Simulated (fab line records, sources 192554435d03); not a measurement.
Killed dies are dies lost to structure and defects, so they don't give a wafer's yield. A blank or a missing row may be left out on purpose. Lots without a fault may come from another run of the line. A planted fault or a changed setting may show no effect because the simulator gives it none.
Split-lot experiment | flow n5_finfet | 7 lots, 21 wafers read, on a route of 1938 steps

THE SPLIT
At N5_BEOL_M2_COAT_62 (time 60 s, resist thk 12 nm), the setting spin_rpm was moved away from the recipe's 1500 rpm on 4 of the 21 wafers read, by -10.5% to +10.7%. The other wafers ran this setting at the recipe's value.

FROM THE SPLIT TO THE READING: what the file shows between them, 4 steps
- N5_BEOL_M2_COAT_73: time 60 s, resist thk 5 nm
- N5_BEOL_M2_COAT_05: resist thk 30 nm
- N5_BEOL_M2_DESCUM_16: chemistry O2, time 7 s
- N5_BEOL_M2_ETCH_74: etches underlayer in N2/H2, target depth 6.5 nm, time 5.2 s

THE READING
etch.depth_nm (the simulator's own value, which no gauge read), in nm, at N5_BEOL_M2_ETCH_63 (etches SiARC in CF4, target depth 15.6 nm, time 26 s). The file gives no usual value for it. The 17 wafers here that ran the recipe average 12.02 nm, standard deviation 0.035 nm.

wafer  | tool, chamber at the split | spin_rpm as run, rpm | against the recipe | etch.depth_nm, nm | against lot-mates on the recipe
L074.2 | litho_track-02, 0          | 1500                 | recipe             | 12.05             | -
L074.4 | litho_track-02, 0          | 1500                 | recipe             | 12.05             | -
L074.6 | litho_track-02, 0          | 1660                 | +10.7%             | 11.44             | -0.61
L075.3 | litho_track-02, 0          | 1500                 | recipe             | 12.08             | -
L075.5 | litho_track-02, 0          | 1500                 | recipe             | 12.07             | -
L075.6 | litho_track-02, 0          | 1500                 | recipe             | 12.04             | -
L080.1 | litho_track-02, 0          | 1500                 | recipe             | 12                | -
L080.2 | litho_track-02, 0          | 1500                 | recipe             | 12.05             | -
L080.4 | litho_track-02, 0          | 1500                 | recipe             | 12.05             | -
L082.1 | litho_track-05, 0          | 1342                 | -10.5%             | 12.62             | +0.65
L082.3 | litho_track-05, 0          | 1342                 | -10.5%             | 12.64             | +0.67
L082.6 | litho_track-05, 0          | 1500                 | recipe             | 11.97             | -
L084.3 | litho_track-04, 0          | 1500                 | recipe             | 12.03             | -
L084.4 | litho_track-04, 0          | 1500                 | recipe             | 12.04             | -
L084.5 | litho_track-04, 0          | 1500                 | recipe             | 12.03             | -
L088.2 | litho_track-05, 0          | 1500                 | recipe             | 11.96             | -
L088.4 | litho_track-05, 0          | 1500                 | recipe             | 11.97             | -
L088.6 | litho_track-05, 0          | 1614                 | +7.6%              | 11.57             | -0.39
L091.3 | litho_track-04, 0          | 1500                 | recipe             | 12.04             | -
L091.5 | litho_track-04, 0          | 1500                 | recipe             | 12                | -
L091.6 | litho_track-04, 0          | 1500                 | recipe             | 11.99             | -

THE FIT
A straight line over all 21 wafers: etch.depth_nm changes by -0.057 nm for each +1% of spin_rpm; r = -0.99; the points scatter about the line by 0.034 nm.
The same after taking each lot's own level away (the mean of its wafers on the recipe; 21 wafers): -0.0595 nm for each +1%; r = -1.00; scatter 0.022 nm.
On that fit, the largest move of spin_rpm shifts the reading by 0.63 nm.
The lots' own levels span 11.965 to 12.063 nm, that is 2.8 times the standard deviation above.
So the lot-to-lot level changes the slope little: the two slopes agree.
Check: with one of the wafers moved furthest among these (+10.7%) left out of the fit, the line predicts -0.636 nm for it against its lot-mates. It came out at -0.61 nm against them.

OTHER SPLITS ON THESE WAFERS
These wafers also went through other splits before the reading. Each is held against what the fit with the lots' levels taken away leaves over:
other split on the same wafers | wafers away from the commonest value | r with etch.depth_nm (lot level and that fit taken away)
N5_BEOL_M0_CUTY_ETCH_63 time_s | 4                                    | -0.13
N5_BEOL_M0_ETCH_138 source_w   | 6                                    | -0.07
N5_BEOL_M1_COAT_61 spin_rpm    | 5                                    | -0.26
N5_BEOL_M2_COAT_61 spin_rpm    | 5                                    | -0.31

THE WHOLE CHAIN: every reading that the file lists as answering this split, in the file's order
step               | what it does                                         | reading                                                                          | change (the file's fit)                | r (the file's)
N5_BEOL_M2_COAT_62 | time 60 s, resist thk 12 nm                          | SiARC_of_BEOL_M2_COAT_62.thk_nm (the simulator's own value, which no gauge read) | -0.0558 nm for each +1% of the setting | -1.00
N5_BEOL_M2_ETCH_63 | etches SiARC in CF4, target depth 15.6 nm, time 26 s | etch_rf_on_time_s                                                                | withheld for each +1% of the setting   | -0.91
N5_BEOL_M2_ETCH_63 | etches SiARC in CF4, target depth 15.6 nm, time 26 s | etch.depth_nm (the simulator's own value, which no gauge read)                   | -0.0583 nm for each +1% of the setting | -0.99

THE FILE'S OWN FIT
etch.depth_nm changes by -0.0583 nm for each +1% of spin_rpm, r = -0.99.
